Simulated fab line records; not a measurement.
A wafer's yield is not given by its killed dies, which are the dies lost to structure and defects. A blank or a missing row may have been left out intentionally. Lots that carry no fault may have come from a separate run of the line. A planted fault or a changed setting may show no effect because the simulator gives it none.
Chamber matching :: flow n5_finfet :: N5_BEOL_M8_PECVD_70 on pecvd-04 has 3 sister chambers
The step deposits SiO2 from TEOS/O2, target thk 20 nm, time 22.7 s. 6 wafers are shown with their chamber, then 12 later ones without.

== WAFERS PAIRED WITH THEIR CHAMBERS ==
wafer: L085.6
chamber: 1
showerhead_plenum_p_Torr (Torr): 8.69
throttle_valve_pct (%): 21.5

wafer: L088.1
chamber: 1
showerhead_plenum_p_Torr (Torr): 8.69
throttle_valve_pct (%): 21.2

wafer: L088.4
chamber: 0
showerhead_plenum_p_Torr (Torr): 8.87
throttle_valve_pct (%): 21.9

wafer: L089.1
chamber: 2
showerhead_plenum_p_Torr (Torr): 8.70
throttle_valve_pct (%): 20.5

wafer: L089.4
chamber: 2
showerhead_plenum_p_Torr (Torr): 8.72
throttle_valve_pct (%): 20.5

wafer: L089.6
chamber: 0
showerhead_plenum_p_Torr (Torr): 8.90
throttle_valve_pct (%): 21.7

== WAFERS MISSING THEIR CHAMBER ==
wafer: L091.1
showerhead_plenum_p_Torr (Torr): 8.70
throttle_valve_pct (%): 21.4

wafer: L091.2
showerhead_plenum_p_Torr (Torr): 8.74
throttle_valve_pct (%): 20.7

wafer: L091.3
showerhead_plenum_p_Torr (Torr): 8.89
throttle_valve_pct (%): 22.1

wafer: L095.2
showerhead_plenum_p_Torr (Torr): 8.89
throttle_valve_pct (%): 22.1

wafer: L095.4
showerhead_plenum_p_Torr (Torr): 8.88
throttle_valve_pct (%): 21.7

wafer: L095.6
showerhead_plenum_p_Torr (Torr): 8.86
throttle_valve_pct (%): 22.0

wafer: L096.1
showerhead_plenum_p_Torr (Torr): 8.70
throttle_valve_pct (%): 20.7

wafer: L096.2
showerhead_plenum_p_Torr (Torr): 8.89
throttle_valve_pct (%): 21.9

wafer: L096.3
showerhead_plenum_p_Torr (Torr): 8.69
throttle_valve_pct (%): 20.8

wafer: L097.1
showerhead_plenum_p_Torr (Torr): 8.86
throttle_valve_pct (%): 21.8

wafer: L097.2
showerhead_plenum_p_Torr (Torr): 8.69
throttle_valve_pct (%): 21.3

wafer: L097.5
showerhead_plenum_p_Torr (Torr): 8.69
throttle_valve_pct (%): 21.5

== WHICH CHAMBER EACH ONE RAN IN ==
wafer: L091.1
from the rows above: 1
in truth: 1

wafer: L091.2
from the rows above: 2
in truth: 2

wafer: L091.3
from the rows above: 0
in truth: 0

wafer: L095.2
from the rows above: 0
in truth: 0

wafer: L095.4
from the rows above: 0
in truth: 0

wafer: L095.6
from the rows above: 0
in truth: 0

wafer: L096.1
from the rows above: 2
in truth: 2

wafer: L096.2
from the rows above: 0
in truth: 0

wafer: L096.3
from the rows above: can't be placed: 2 or 1
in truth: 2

wafer: L097.1
from the rows above: 0
in truth: 0

wafer: L097.2
from the rows above: 1
in truth: 1

wafer: L097.5
from the rows above: 1
in truth: 1
11 of 12 placed correctly. Unplaceable from these rows: 1, with the true chamber sitting among the candidates in 1. Wrongly placed: 0.
How it was worked out, from the rows above alone: a wafer's distance from a chamber is the root of the sum, over the readings, of the square of ((its reading less the chamber's mean) divided by the reading's scatter). The wafer belongs to the nearest chamber; if the next one is less than 2 further off, it can't be placed. The mean given for a chamber averages the wafers shown for that chamber. The scatter: take each reading less its chamber's mean, square it, sum over the shown wafers, divide by the number of wafers less the number of chambers, and take the root.
